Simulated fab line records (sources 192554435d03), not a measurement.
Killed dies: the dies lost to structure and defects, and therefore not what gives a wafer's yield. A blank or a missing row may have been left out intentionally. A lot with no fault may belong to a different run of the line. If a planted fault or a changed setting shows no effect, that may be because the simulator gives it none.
Struck lot and sound lot, side by side / flow n5-finfet / 22 out of 1938 route steps
Sound: these wafers, L732.1, L732.4, L732.6. Wafers L721.2, L721.3, L721.5 were the ones struck. At the end, the cause is stated.
Order at every step that has rows: each side's tool, ch and its chambers, its first start. Under that, the readings that differ: sound wafers / struck wafers / difference of the means / sigmas: that difference in standard deviations of wafers without a fault.
alike: readings with means less than 2 such deviations apart, plus words and numbers identical on both sides. not compared: withheld readings, readings lacking a value on some wafer, bounds such as >300 that could conceal the same value, and numbers that have no deviation in the record and whose values overlap.
The two part at a step that has a row with sigmas, a row that says differs or no value, or rows on one side only. Numbers that don't overlap but have no deviation are shown without sigmas and don't part them. A reading missing from all wafers of one side parts the sides only when that side holds two or more wafers.

first, 8 steps without rows for these wafers: N5_BEOL_M10_PRE_CLEAN_55 (time 15 s); N5_BEOL_M10_DEP_56 (deposits SiCN from 3MS/NH3, target thk 15 nm, time 26.5 s); N5_BEOL_M11_ILD_DEP_00 (deposits SiCOH lowk from DEMS/porogen, target thk 308.51 nm, time 58 s); N5_BEOL_M11_CURE_71 (cures SiCOH lowk, time 240 s); N5_BEOL_M11_PECVD_70 (deposits SiO2 from TEOS/O2, target thk 20 nm, time 22.7 s); N5_BEOL_M11_HM_DEP_02 (deposits TiN, target thk 20 nm); N5_BEOL_M11_COAT_59 (time 60 s, resist thk 100 nm); N5_BEOL_M11_COAT_60 (time 60 s, resist thk 30 nm).
N5_BEOL_M11_COAT_05: resist thk 90 nm.
  sound on litho-track-04 ch 0, day 16 13:44; struck on litho-track-02 ch 0, day 14 00:45
reading=spin-speed-rpm (rpm); sound=1499.9 1499.0 1499.4; struck=772.8 771.3 772.0; difference=-727.4; sigmas=-99 or more
reading=model.CAR-ArF_of_BEOL_M11_COAT_05.thk-nm (nm); sound=90.2 90.4 90.2; struck=125.2 125.2 125.4; difference=+35.0; sigmas=
  alike: exhaust-pa
then, 6 steps without rows for these wafers: N5_BEOL_M11_EBR_07; N5_BEOL_M11_SOFTBAKE_06 (time 60 s); N5_BEOL_M11_EXPOSE_08 (exposes mask M11); N5_BEOL_M11_PEB_09 (peb time 60 s); N5_BEOL_M11_DEVELOP_10 (develop time 30 s); N5_BEOL_M11_DESCUM_16 (chemistry O2, time 7.9 s).
N5_BEOL_M11_ETCH_61: etches SiARC in CF4, target depth 39 nm, time 65 s.
  sound on rie-diel-03 ch 0,1, day 16 14:17; struck on rie-diel-03 ch 0,2, day 14 01:14
reading=model.CAR-ArF_of_BEOL_M11_COAT_05.thk-nm (nm); sound=55.4 55.8 55.6; struck=90.8 90.8 91; difference=+35.3; sigmas=
reading=model.BEOL_M11.cd-offset-nm (nm); sound=0.2 -0.4 -0.2; struck=-1.6 -2.2 -1.8; difference=-1.7; sigmas=
  alike: drypump-motor-current-A, etch-rf-on-time-s, oes-product-au, rf-vpp-V, showerhead-plenum-p-Torr, throttle-valve-pct
  not compared: rf-hours-counter-h
then, 3 steps without rows for these wafers: N5_BEOL_M11_ETCH_62 (etches SOC in N2/H2, target depth 110 nm, overetch 22 nm, time 165 s); N5_BEOL_M11_STRIP_68 (strips in N2/H2); N5_BEOL_M11_STRIP_67 (strips in CF4).
N5_BEOL_M11_HM_OPEN_17: chemistry Cl2/BCl3, target TiN, target depth 20 nm, overetch 6 nm.
  sound on rie-metal-01 ch 0,1, day 16 14:32; struck on rie-metal-02 ch 0,1, day 14 01:28
reading=oes-product-au (a.u.); sound=0.73 0.75 0.75; struck=0.59 0.59 0.64; difference=-0.14; sigmas=-2
reading=model.BEOL_M11.cd-offset-nm (nm); sound=0.4 0.2 -0.2; struck=-1.8 -2 -1.4; difference=-1.9; sigmas=
  alike: drypump-motor-current-A, throttle-valve-pct
  not compared: rf-hours-counter-h
then, 2 steps without rows for these wafers: N5_BEOL_M11_STRIP_19 (strips in O2); N5_PASSIVATION_PROBE_49.

WHERE THEY PART
Last at N5_BEOL_M11_HM_OPEN_17 as far as this record goes, first at N5_BEOL_M11_COAT_05.

WHY: what the simulator had put in
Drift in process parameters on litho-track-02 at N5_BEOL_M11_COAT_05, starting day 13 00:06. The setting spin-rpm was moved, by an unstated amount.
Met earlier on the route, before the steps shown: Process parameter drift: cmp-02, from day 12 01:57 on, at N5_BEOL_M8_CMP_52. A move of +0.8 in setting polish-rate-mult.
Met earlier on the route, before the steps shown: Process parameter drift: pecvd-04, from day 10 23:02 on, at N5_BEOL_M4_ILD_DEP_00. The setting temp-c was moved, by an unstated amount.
